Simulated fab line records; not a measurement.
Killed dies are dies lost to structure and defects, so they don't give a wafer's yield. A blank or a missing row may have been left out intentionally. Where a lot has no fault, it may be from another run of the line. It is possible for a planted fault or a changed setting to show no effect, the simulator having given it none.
Comparing a struck lot with a sound one ; flow n5_finfet ; 38 steps out of a route of 1938
Sound: these wafers, L615.1, L615.4, L615.6. Wafers struck: L614.3, L614.5, L614.6. The cause is named last.
Order at every step that has rows: each side's tool, ch and its chambers, its first start. Under that, the readings that differ: sound wafers ; struck wafers ; difference of the means ; sigmas: that difference in standard deviations of wafers without a fault.
alike: readings with means less than 2 such deviations apart, plus words and numbers identical on both sides. not compared: withheld readings, readings lacking a value on some wafer, bounds such as >300 that could conceal the same value, and numbers that have no deviation in the record and whose values overlap.
A row with sigmas, a row that says differs or no value, or rows on one side alone: a step with any of these is where the two part. When numbers do not overlap yet have no deviation, they are printed without sigmas and do not part them. A reading that every wafer of one side lacks parts them only if that side has two wafers or more.

first, 10 steps without rows for these wafers: N5_HKMG_FIN_DESCUM_53 (chemistry O2, time 7.9 s); N5_HKMG_FIN_ETCH_54 (etches SiARC in CF4, target depth 45.5 nm, time 75.8 s); N5_HKMG_FIN_ETCH_55 (etches SOC in N2/H2, target depth 240 nm, time 300 s); N5_HKMG_FIN_STRIP_56 (strips in N2/H2); N5_HKMG_FIN_STRIP_57 (strips in CF4); N5_HKMG_FIN_ETCH_58 (etches SOC in N2/H2, target depth 215.8 nm, time 741 s); N5_HKMG_FIN_STRIP_93 (strips SOC in N2/H2, time 20 s); N5_HKMG_FIN_WET_ETCH_76 (etches Al2O3 in dNH4OH, stops on La2O3, target depth 2.25 nm, rinse time 30 s); N5_HKMG_FIN_STRIP_60 (strips in N2/H2, time 360 s); N5_HKMG_FIN_WET_ETCH_77 (etches La2O3 in dHCl, stops on HfO2, target depth 2 nm).
N5_HKMG_FIN_WET_ETCH_78: etches Al2O3 in dNH4OH, stops on La2O3, target depth 4.5 nm, rinse time 30 s.
  sound on wet_bench-03 ch 2,4,5, day 7 20:11; struck on wet_bench-05 ch 2,3,5, day 7 13:38
  no value came back on the struck wafers for bath_heat_duty_pct (%), rinse_temp_c (C); on the sound wafers bath_heat_duty_pct (%) reads 5.9 6.9 6.4
reading;sound;struck;difference;sigmas
model.Al2O3_of_HKMG_FIN_ALD_75.thk_nm (nm);0 0 0;1 1 1;+1;
then, 25 steps without rows for these wafers: N5_HKMG_FIN_ALD_79 (deposits TiN, target thk 1.5 nm, pulse time 1 s, purge time 3 s); N5_HKMG_FIN_CVD_62 (deposits a-Si from Si2H6, target thk 3 nm, time 20.8 s); N5_HKMG_FIN_RTA_80 (time 2 s); N5_HKMG_FIN_PRECLEAN_64 (cleans in dHF, time 30 s); N5_HKMG_FIN_WET_ETCH_65 (etches a-Si in TMAH, stops on TiN, time 49 s, target depth 3 nm); N5_HKMG_FIN_WET_ETCH_81 (etches TiN in SC1, stops on HfO2, time 57 s, target depth 6 nm); N5_HKMG_FIN_WET_ETCH_82 (etches La2O3 in dHCl, stops on HfO2, target depth 2 nm, rinse time 30 s); N5_HKMG_FIN_ALD_36 (deposits TiN, target thk 1 nm, pulse time 1 s, purge time 3 s); N5_HKMG_FIN_PWFM_ALD_03 (deposits TiN, target thk 2 nm, pulse time 1 s, purge time 3 s); N5_HKMG_FIN_COAT_29 (time 60 s, resist thk 300 nm); N5_HKMG_FIN_COAT_30 (time 60 s, resist thk 35 nm); N5_HKMG_FIN_COAT_06 (resist thk 90 nm); N5_HKMG_FIN_EBR_08; N5_HKMG_FIN_SOFTBAKE_07 (time 60 s); N5_HKMG_FIN_EXPOSE_09 (exposes mask NWFM); N5_HKMG_FIN_PEB_10 (peb time 60 s); N5_HKMG_FIN_DEVELOP_11 (develop time 30 s); N5_HKMG_FIN_DESCUM_17 (chemistry O2, time 7.9 s); N5_HKMG_FIN_ETCH_31 (etches SiARC in CF4, target depth 45.5 nm, time 75.8 s); N5_HKMG_FIN_ETCH_32 (etches SOC in N2/H2, target depth 240 nm, time 300 s); N5_HKMG_FIN_STRIP_33 (strips in N2/H2); N5_HKMG_FIN_STRIP_34 (strips in CF4); N5_HKMG_FIN_ETCH_35 (etches SOC in N2/H2, target depth 215.8 nm, time 243.4 s); N5_HKMG_FIN_STRIP_92 (strips SOC in N2/H2, time 20 s); N5_HKMG_FIN_WET_ETCH_18 (etches TiN in SC1, time 55 s, target depth 5.2 nm, rinse time 30 s).
-- a jump in the record: the struck wafers' starts before and after are 6 days apart (it breaks off in module HKMG_FIN and resumes in module BEOL_M4, where the first step shown is number 1111 of the route) --
N5_BEOL_M4_RC_MEAS_101:
  sound on prober-02 ch 0, day 13 08:41; struck on prober-01 ch 0, day 13 20:49
reading;sound;struck;difference;sigmas
DIBL_P (mV/V);37.2 35.6 37.8;48.3 47.0 46.6;+10.4;+7
EOT_P;10.38 10.37 10.32;14.84 14.87 14.71;+4.45;+46
IGATE_P (nA/um);0.0040 0.0039 0.0041;0.0000 0.0000 0.0000;-0.0040;-7
IOFF_P (nA/um);0.261 0.239 0.270;5.096 4.613 4.423;+4.454;+99 or more
IOFF_P_85C (nA/um);4.3 4.0 4.5;51.4 47.3 45.2;+43.7;+99 or more
IOFF_P_LIN (nA/um);0.120 0.113 0.122;2.336 2.182 2.105;+2.089;+99 or more
IOFF_P_LONG (nA/um);0.000123 0.000124 0.000121;0.000801 0.000796 0.000807;+0.000679;+69
ION_P (uA/um);465 468 463;508 504 506;+41;+6
SS_P (mV/dec);73.6 73.8 74.3;75.5 75.6 75.9;+1.8;+3
VT_N_LVT (mV);97.5 99.3 96.6;162.1 164.1 165.1;+66.0;+24
VT_P (mV);-245 -246 -246;-174 -176 -177;+70;+23
VT_P_LONG (mV);-272 -270 -271;-210 -212 -213;+59;+18
VT_P_LVT (mV);-95.4 -96.1 -95.9;-88.9 -90.6 -90.5;+5.8;+2
  alike: DIBL_N, IOFF_N, ION_N, SS_N, VT_N
-- record jumps: 4 days separate the struck wafers' starts on either side; left off in module BEOL_M4, taken up again in module PASSIVATION, whose first shown step is the route's number 1936 --
N5_PASSIVATION_PROBE_49:
  struck on prober-01, day 18 01:05; sound on prober-01, day 17 19:11
reading;sound;struck;difference;sigmas
sort_bin_4_leakage (%);0 0 0;91.95 90.93 91.10;+91.33;
sort_n_pass;1056 1078 1066;0 0 0;-1067;-59
sort_yield_pct (%);89.5 91.4 90.3;0 0 0;-90;-56
  alike: defect_limited_yield, killed_at_M0_to_M3, killed_at_M4_up, killed_at_contacts, killed_at_front_end, killed_at_other, killed_dies, killed_open, killed_short, sort_bin_5_function, sort_bin_6_memory

## WHERE THEY PART
Last at N5_PASSIVATION_PROBE_49 as far as this record goes, first at N5_HKMG_FIN_WET_ETCH_78.

WHY: the cause the simulator had injected
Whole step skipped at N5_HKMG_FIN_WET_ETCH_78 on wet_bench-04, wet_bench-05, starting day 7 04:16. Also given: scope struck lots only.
